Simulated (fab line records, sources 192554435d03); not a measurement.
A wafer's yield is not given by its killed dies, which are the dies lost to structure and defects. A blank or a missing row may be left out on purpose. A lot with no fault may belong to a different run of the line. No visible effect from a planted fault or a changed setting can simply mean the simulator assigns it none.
Matching of chambers :: flow n5_finfet :: N5_BEOL_M0_SAQP_SPACER2_ETCHBACK_27 on rie_diel-06: 4 sister chambers
The step etches SiO2 in CHF3/O2, target depth 22.5 nm, time 11.25 s. 14 wafers are shown with their chamber, then 7 later ones without.

## EACH WAFER AND ITS CHAMBER
wafer: L075.1
chamber: 1
showerhead_plenum_p_Torr (Torr): 2.38
rf_vpp_V (V): 518
drypump_motor_current_A (A): 6.2

wafer: L075.4
chamber: 3
showerhead_plenum_p_Torr (Torr): 2.36
rf_vpp_V (V): 502
drypump_motor_current_A (A): 6.0

wafer: L075.6
chamber: 0
showerhead_plenum_p_Torr (Torr): 2.30
rf_vpp_V (V): 515
drypump_motor_current_A (A): 5.4

wafer: L076.3
chamber: 2
showerhead_plenum_p_Torr (Torr): 2.48
rf_vpp_V (V): 541
drypump_motor_current_A (A): 5.9

wafer: L076.4
chamber: 1
showerhead_plenum_p_Torr (Torr): 2.38
rf_vpp_V (V): 516
drypump_motor_current_A (A): 6.2

wafer: L076.5
chamber: 3
showerhead_plenum_p_Torr (Torr): 2.36
rf_vpp_V (V): 500
drypump_motor_current_A (A): 5.9

wafer: L084.1
chamber: 3
showerhead_plenum_p_Torr (Torr): 2.35
rf_vpp_V (V): 498
drypump_motor_current_A (A): 5.9

wafer: L084.4
chamber: 0
showerhead_plenum_p_Torr (Torr): 2.29
rf_vpp_V (V): 513
drypump_motor_current_A (A): 5.5

wafer: L084.6
chamber: 3
showerhead_plenum_p_Torr (Torr): 2.35
rf_vpp_V (V): 497
drypump_motor_current_A (A): 6.0

wafer: L089.2
chamber: 3
showerhead_plenum_p_Torr (Torr): 2.35
rf_vpp_V (V): 500
drypump_motor_current_A (A): 6.0

wafer: L089.4
chamber: 1
showerhead_plenum_p_Torr (Torr): 2.38
rf_vpp_V (V): 517
drypump_motor_current_A (A): 6.2

wafer: L089.5
chamber: 0
showerhead_plenum_p_Torr (Torr): 2.29
rf_vpp_V (V): 515
drypump_motor_current_A (A): 5.5

wafer: L091.1
chamber: 1
showerhead_plenum_p_Torr (Torr): 2.37
rf_vpp_V (V): 517
drypump_motor_current_A (A): 6.2

wafer: L091.5
chamber: 3
showerhead_plenum_p_Torr (Torr): 2.35
rf_vpp_V (V): 498
drypump_motor_current_A (A): 6.0

SIGNATURES, as means of the wafers listed above
reading: showerhead_plenum_p_Torr
chamber 0: 2.2933
chamber 1: 2.3775
chamber 2: 2.4800
chamber 3: 2.3533
scatter within a chamber: 0.00524

reading: rf_vpp_V
chamber 0: 514.33
chamber 1: 517.00
chamber 2: 541.00
chamber 3: 499.17
scatter within a chamber: 1.47

reading: drypump_motor_current_A
chamber 0: 5.467
chamber 1: 6.200
chamber 2: 5.900
chamber 3: 5.967
scatter within a chamber: 0.0447
Rule: for a wafer and a chamber, the distance is found by dividing, reading by reading, the gap between the wafer's reading and the chamber's mean by the reading's scatter, squaring, summing and taking the root. If the next closest chamber is less than 2 further off than the closest, the wafer can't be placed; otherwise it belongs to the closest. How the scatter is found: for the shown wafers, subtract from each reading the mean of its chamber, square and add these, divide the total by (wafers less chambers), then take the root.

## WAFERS WHOSE CHAMBER IS MISSING
wafer: L091.6
showerhead_plenum_p_Torr (Torr): 2.37
rf_vpp_V (V): 517
drypump_motor_current_A (A): 6.2

wafer: L092.1
showerhead_plenum_p_Torr (Torr): 2.29
rf_vpp_V (V): 514
drypump_motor_current_A (A): 5.5

wafer: L092.3
showerhead_plenum_p_Torr (Torr): 2.35
rf_vpp_V (V): 498
drypump_motor_current_A (A): 6.0

wafer: L092.4
showerhead_plenum_p_Torr (Torr): 2.37
rf_vpp_V (V): 517
drypump_motor_current_A (A): 6.2

wafer: L094.2
showerhead_plenum_p_Torr (Torr): 2.34
rf_vpp_V (V): 498
drypump_motor_current_A (A): 6.0

wafer: L094.3
showerhead_plenum_p_Torr (Torr): 2.37
rf_vpp_V (V): 517
drypump_motor_current_A (A): 6.2

wafer: L094.5
showerhead_plenum_p_Torr (Torr): 2.37
rf_vpp_V (V): 517
drypump_motor_current_A (A): 6.2

## CHAMBER TAKEN BY EACH
wafer: L091.6
from the rows above: 1
in truth: 1

wafer: L092.1
from the rows above: 0
in truth: 0

wafer: L092.3
from the rows above: 3
in truth: 3

wafer: L092.4
from the rows above: 1
in truth: 1

wafer: L094.2
from the rows above: 3
in truth: 3

wafer: L094.3
from the rows above: 1
in truth: 1

wafer: L094.5
from the rows above: 1
in truth: 1
Placed correctly: 7 of 7. From these rows, 0 cannot be placed. Number placed wrongly: 0.
